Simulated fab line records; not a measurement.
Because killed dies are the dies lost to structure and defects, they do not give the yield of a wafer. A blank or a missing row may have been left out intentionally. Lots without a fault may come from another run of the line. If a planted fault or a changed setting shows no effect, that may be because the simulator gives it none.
What tool caused it? ; flow nand harc ; Sampling: 13 lots, 37 wafers, 6 of 1159 route steps

## WHAT THE GAUGES READ, wafer by wafer
NHARC_A_ONON_D1_THK_MEAS_24: measures by ellipsometry.
lot;measured;on;thk nm (nm)
L340;day 7 23:20;film metro-02;966 966 965
L342;day 8 19:26;film metro-01;1008 1005 1004
L341;day 8 19:27;film metro-01;1021 1019 1020
L345;day 9 06:38;film metro-02;1010 1011 1008
L348;day 9 20:43;film metro-02;1003 1003 1005
L353;day 11 07:57;film metro-02;1570 1001
L351;day 11 08:19;film metro-01;1577 1579
L355;day 11 14:35;film metro-02;996 997 996
L358;day 12 05:56;film metro-02;1007 1007 1006
L359;day 12 22:28;film metro-01;1008 1009 1008
L361;day 13 06:04;film metro-01;974 975 975
L362;day 13 21:19;film metro-02;1006 1003 1005
L363;day 13 21:19;film metro-02;1012 1013 1011

NHARC_END_SORT_01.
lot;measured;on;killed at array;killed at other;killed at periphery;killed dies;killed open;killed short
L353;day 22 02:30;prober-01;672 41;2 1;3 4;677 46;1 4;2 4
L351;day 22 19:01;prober-01;674 674;0 0;3 3;677 677;2 2;1 4

## WHICH TOOL RAN EACH LOT (tool, then ch and the chambers of the sampled wafers, then the start)
lot;NHARC_P_BONDPAD_DESCUM_11;NHARC_P_BONDPAD_DEGAS_25;NHARC_P_BONDPAD_ACTIVATE_29;NHARC_A_ONON_D1_DEP_22
L340;rie diel-06 ch 0,2, day 6 08:14;pvd sputter-01, day 6 09:13;rie diel-06 ch 1,2, day 6 10:56;pecvd onon-02 ch 0, day 7 22:50
L342;rie diel-06 ch 1,2,3, day 7 05:54;pvd sputter-02, day 7 06:52;rie diel-06 ch 0,2,3, day 7 08:34;pecvd onon-03 ch 0, day 8 18:55
L341;rie diel-06 ch 2,3, day 7 08:06;pvd sputter-01, day 7 09:17;rie diel-06 ch 0,2,3, day 7 11:04;pecvd onon-02 ch 0, day 8 18:59
L345;rie diel-06 ch 0,3, day 7 14:53;pvd sputter-02, day 7 15:53;rie diel-06 ch 0,3, day 7 17:32;pecvd onon-02 ch 0, day 9 06:11
L348;rie diel-08 ch 0,1, day 8 02:37;pvd sputter-02, day 8 03:34;rie diel-06 ch 0,2,3, day 8 05:16;pecvd onon-02 ch 0, day 9 20:16
L353;rie diel-01 ch 0,1, day 9 19:23;pvd sputter-03, day 9 20:22;rie diel-08 ch 2,3, day 9 22:04;pecvd onon-02 ch 0, day 11 07:26
L351;rie diel-08 ch 0,2, day 9 20:00;pvd sputter-02, day 9 20:56;rie diel-06 ch 1,3, day 9 22:38;pecvd onon-02 ch 0, day 11 07:47
L355;rie diel-06 ch 0,1, day 10 01:18;pvd sputter-01, day 10 02:14;rie diel-08 ch 1,2, day 10 03:58;pecvd onon-03 ch 0, day 11 14:02
L358;rie diel-06 ch 0,2, day 10 15:46;pvd sputter-03, day 10 16:41;rie diel-06 ch 1,3, day 10 18:22;pecvd onon-04 ch 0, day 12 05:29
L359;rie diel-01 ch 0,1,3, day 11 07:10;pvd sputter-03, day 11 08:16;rie diel-06 ch 0,1,2, day 11 11:47;pecvd onon-03 ch 0, day 12 22:01
L361;rie diel-08 ch 1,2, day 11 16:10;pvd sputter-03, day 11 17:49;rie diel-06 ch 0,3, day 11 19:29;pecvd onon-04 ch 0, day 13 05:37
L362;rie diel-08 ch 1,2,3, day 12 00:17;pvd sputter-03, day 12 01:19;rie diel-08 ch 1,3, day 12 02:59;pecvd onon-03 ch 0, day 13 20:55
L363;rie diel-06 ch 1,2,3, day 12 01:18;pvd sputter-02, day 12 02:16;rie diel-06 ch 1,2,3, day 12 03:58;pecvd onon-04 ch 0, day 13 20:55
- NHARC_P_BONDPAD_DESCUM_11: chemistry O2, time 3 s.
- NHARC_P_BONDPAD_DEGAS_25: time 60 s.
- NHARC_P_BONDPAD_ACTIVATE_29: chemistry N2, time 60 s.
- NHARC_A_ONON_D1_DEP_22: target thk 1000 nm.

## WHAT THE TOOLS THEMSELVES READ (means of the sampled wafers that have a number; where no wafer has one, the mark that the record gives instead)
NHARC_P_BONDPAD_DESCUM_11.
lot;tool;drypump motor current A (A);oes product au (a.u.);rf vpp V (V);showerhead plenum p Torr (Torr);throttle valve pct (%)
L340;rie diel-06;5.6;0.998;58.0;1.89;11.313
L342;rie diel-06;5.7;1.000;57.6;1.90;11.313
L341;rie diel-06;5.3;0.992;58.0;1.90;11.310
L345;rie diel-06;5.9;1.002;57.2;1.86;11.317
L348;rie diel-08;6.2;0.997;57.5;1.85;11.307
L353;rie diel-01;5.7;0.998;57.0;1.91;11.308
L351;rie diel-08;5.6;0.999;57.8;1.93;11.316
L355;rie diel-06;6.0;1.008;57.9;1.90;11.318
L358;rie diel-06;5.5;1.002;57.8;1.89;11.304
L359;rie diel-01;5.4;0.993;57.8;1.94;11.315
L361;rie diel-08;5.6;0.989;58.1;1.99;11.311
L362;rie diel-08;5.7;0.990;58.0;1.90;11.296
L363;rie diel-06;5.7;0.996;58.2;1.89;11.308

NHARC_P_BONDPAD_DEGAS_25.
lot;tool;heater power w (W)
L340;pvd sputter-01;465
L342;pvd sputter-02;458
L341;pvd sputter-01;471
L345;pvd sputter-02;465
L348;pvd sputter-02;437
L353;pvd sputter-03;459
L351;pvd sputter-02;455
L355;pvd sputter-01;488
L358;pvd sputter-03;462
L359;pvd sputter-03;476
L361;pvd sputter-03;437
L362;pvd sputter-03;473
L363;pvd sputter-02;487

NHARC_P_BONDPAD_ACTIVATE_29.
lot;tool;drypump motor current A (A);oes product au (a.u.);rf vpp V (V);showerhead plenum p Torr (Torr)
L340;rie diel-06;5.4;1.001;64.8;1.77
L342;rie diel-06;5.6;1.000;64.7;1.74
L341;rie diel-06;5.6;1.009;64.5;1.74
L345;rie diel-06;5.9;1.006;63.5;1.72
L348;rie diel-06;5.6;1.009;64.5;1.74
L353;rie diel-08;5.3;1.006;63.1;1.78
L351;rie diel-06;6.0;1.002;64.3;1.74
L355;rie diel-08;5.6;1.000;65.1;1.85
L358;rie diel-06;6.0;0.995;63.8;1.72
L359;rie diel-06;5.6;0.993;63.7;1.76
L361;rie diel-06;5.9;0.992;63.2;1.71
L362;rie diel-08;5.8;0.999;64.0;1.66
L363;rie diel-06;5.7;0.991;64.3;1.75

## THE ANSWER, worked out from the rows above alone
Rule: the usual values come from the lots themselves. The widest of any qualifying gaps counts: lots, ordered by their means at a reading, are off when they make up no more than a third of the lots, leave a main group of 4 or more, and stand apart from it by 3 or more times the standard deviation of that group's means. If all means in a main group match to the digits the tables above print for the reading, that group is not used. A lot without any number at a reading at which 4 lots or more have one is off too. All remaining lots with rows at the step are treated as sound. After the gauges, taken in route order, come the tools' own readings; for these a lot's mean is taken, as printed above. At the first step where some lot is off, the reading lying furthest off is the one used; lots without a number count as furthest.
Off, at NHARC_A_ONON_D1_THK_MEAS_24 on thk nm: L353, L351. Mean 1001 nm and standard deviation 16 in the main group.
If a tool, at a process step before that reading, ran all the lots that are off and no sound lot after the first of them, it fits. Those tools and the gauges at NHARC_A_ONON_D1_THK_MEAS_24 are tried in the same way. One fits: pecvd onon-02 at NHARC_A_ONON_D1_DEP_22. A fault onset in the window from L348 (day 9 20:16, its last sound lot) to L353 (day 11 07:26, its first lot off) fits.

## WHAT THE SIMULATOR HAD INSERTED
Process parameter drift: pecvd onon-02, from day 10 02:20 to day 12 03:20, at NHARC_A_ONON_D1_DEP_22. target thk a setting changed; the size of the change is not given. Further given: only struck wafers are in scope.
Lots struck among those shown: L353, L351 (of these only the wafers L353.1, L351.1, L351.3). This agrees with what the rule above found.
